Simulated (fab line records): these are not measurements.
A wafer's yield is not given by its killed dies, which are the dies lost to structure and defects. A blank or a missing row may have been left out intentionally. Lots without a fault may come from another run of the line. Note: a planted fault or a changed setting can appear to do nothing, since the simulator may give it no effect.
Problem report, 8D (eight disciplines) form, completed by code	flow n5-finfet	the parts of the form that need people (team, actions taken, sign-off) are left out

1. WHAT WENT WRONG
N5_BEOL_M5_ETCH_67, etch-rf-on-time-s: mean 15.2 s over 1 wafer from 1 lot; wafers with no fault: 26.1 s, standard deviation 0.35. That is -31 standard deviations from the usual mean.
The step: etches SiARC in CF4, target depth 15.6 nm, time 26 s.
Earliest sighting: wafer L523.1 on rie-diel-06 at day 10 08:25. At this step, 29 wafers from 10 lots have a number in the record. The rule behind "out" and "out of limits": a value lying over 4 standard deviations away from the usual mean. Any other wafer with a number is counted as sound.

2. WHAT IT IS, WHAT IT ISN'T
question	is	is not
which readings at this step	etch-rf-on-time-s, oes-product-au	bias-w, drypump-motor-current-A, rf-vpp-V, showerhead-plenum-p-Torr, throttle-valve-pct
which lots	L523	L515, L516, L518, L530, L532, L533, L535, L536, L537
which wafers of those lots	L523.1	L523.4, L523.5
read on which tools	rie-diel-06	rie-diel-01, rie-diel-05
when	from day 10 08:25	up to then (11 sound wafers); but 17 sound wafers of L530, L532, L533, L535, L536, L537 came after

3. SUSPECTS, AND WHAT RULES EACH OUT
Counting: any tool at a process step up to the reading remains a suspect provided it ran every lot that is out. Sound lots after the first of them don't rule it out here, since some wafers of a struck lot are sound.
- rie-diel-06 at N5_BEOL_M5_ETCH_67 (etches SiARC in CF4, target depth 15.6 nm, time 26 s): kept. L523, the lot that is out, went through it at day 10 08:25; up to then, the latest sound lot through it was L518 at day 8 16:20. On those wafers its own readings are out: etch-rf-on-time-s, oes-product-au.
Left after counting: rie-diel-06 at N5_BEOL_M5_ETCH_67.

4. THE CAUSE (what the simulator had put in)
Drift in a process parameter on rie-diel-06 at N5_BEOL_M5_ETCH_67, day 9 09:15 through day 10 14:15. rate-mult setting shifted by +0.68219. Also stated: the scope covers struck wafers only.
The count eliminated every tool but this one.

5. THE EFFECT CHAIN, in route order
Each row: a reading whose mean over the struck wafers that have a number lies more than 3 standard deviations from the usual. Only readings for which the record gives a usual standard deviation are gone through. hours: the time from each lot's start at the first step in this table that gives one to its start at this step, as a median over the lots. sigmas: the change in usual standard deviations.
hours	step	reading	usual	on struck wafers	change	sigmas
0	N5_BEOL_M5_ETCH_67	etch-rf-on-time-s	26.1 s	15.2	-10.9	-31
0	N5_BEOL_M5_ETCH_67	oes-product-au	0.67 a.u.	1.07	+0.40	+5.5
It contains these process steps:
- N5_BEOL_M5_ETCH_67: etches SiARC in CF4, target depth 15.6 nm, time 26 s.
Later measuring or inspecting steps at which every struck wafer that the step has a row for has a number for every such reading, and none has moved that far: N5_BEOL_M5_CD_MEAS_35.

6. HOW IT WOULD HAVE BEEN CAUGHT EARLIER
First out-of-limits reading in this record: day 10 08:25, which is 23 hours after fault onset at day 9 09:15.
